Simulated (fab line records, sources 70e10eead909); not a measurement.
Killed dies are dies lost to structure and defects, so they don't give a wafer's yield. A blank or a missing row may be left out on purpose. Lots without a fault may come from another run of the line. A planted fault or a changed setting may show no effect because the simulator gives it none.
Which tool did it? | flow nand_harc | 12 lots, 36 wafers sampled, at 2 steps of a route of 1302

WHAT THE GAUGES READ, wafer by wafer
NHARC_P_GATE_OVL_MEAS_27.
lot  | measured     | on         | overlay_x_nm (nm)
L075 | day 5 11:10  | overlay-02 | 0.6 0.0 0.4
L077 | day 6 11:09  | overlay-02 | -0.2 0.0 -0.3
L079 | day 7 01:08  | overlay-01 | -0.6 -0.7 -0.8
L081 | day 7 22:26  | overlay-01 | 1.8 1.2 1.0
L083 | day 8 20:00  | overlay-01 | 0.4 0.4 0.3
L085 | day 9 12:48  | overlay-01 | 1.1 1.0 1.1
L087 | day 10 13:07 | overlay-02 | 0.2 0.7 0.7
L088 | day 11 05:01 | overlay-02 | -0.2 0.3 0.1
L091 | day 12 01:45 | overlay-02 | 0.7 1.3 1.4
L093 | day 13 03:38 | overlay-01 | 1.2 0.3 0.2
L095 | day 13 19:46 | overlay-02 | -0.8 -0.6 0.2
L097 | day 14 15:19 | overlay-02 | -1.0 -1.3 -1.4

WHICH TOOL RAN EACH LOT (tool, then ch and the chambers of the sampled wafers, then the start)
lot  | NHARC_P_GATE_DESCUM_13
L075 | rie_diel-03 ch 0,1,2, day 4 19:57
L077 | rie_diel-11 ch 0,1,3, day 5 16:11
L079 | rie_diel-10 ch 0,1, day 6 11:12
L081 | rie_diel-03 ch 0,1,2, day 7 06:40
L083 | rie_diel-03 ch 1,2, day 8 03:30
L085 | rie_diel-10 ch 0,1,3, day 8 20:02
L087 | rie_diel-03 ch 0,1,3, day 9 20:50
L088 | rie_diel-11 ch 0,1,3, day 10 11:30
L091 | rie_diel-03 ch 1,2,3, day 11 10:41
L093 | rie_diel-10 ch 0,3, day 12 08:37
L095 | rie_diel-11 ch 0,2,3, day 13 04:25
L097 | rie_diel-10 ch 1,2, day 13 23:46
- NHARC_P_GATE_DESCUM_13: chemistry O2, time 3 s.

THE ANSWER, worked out from the rows above alone
Rule: what is usual is taken from the lots themselves. Put in order of their means at a reading, lots are off if they are a third of the lots or fewer, leave a main group of 4 or more, and stand apart from it by a gap of 3 or more times the standard deviation of the main group's means; of several such gaps the widest counts. A main group whose means are all the same, to the digits that the tables above print for the reading, isn't used. A lot without any number at a reading at which 4 lots or more have one is off too. The other lots that the step has rows for count as sound.
No lot is off at any reading shown: from this, nothing can be told.

WHAT THE SIMULATOR HAD PUT IN
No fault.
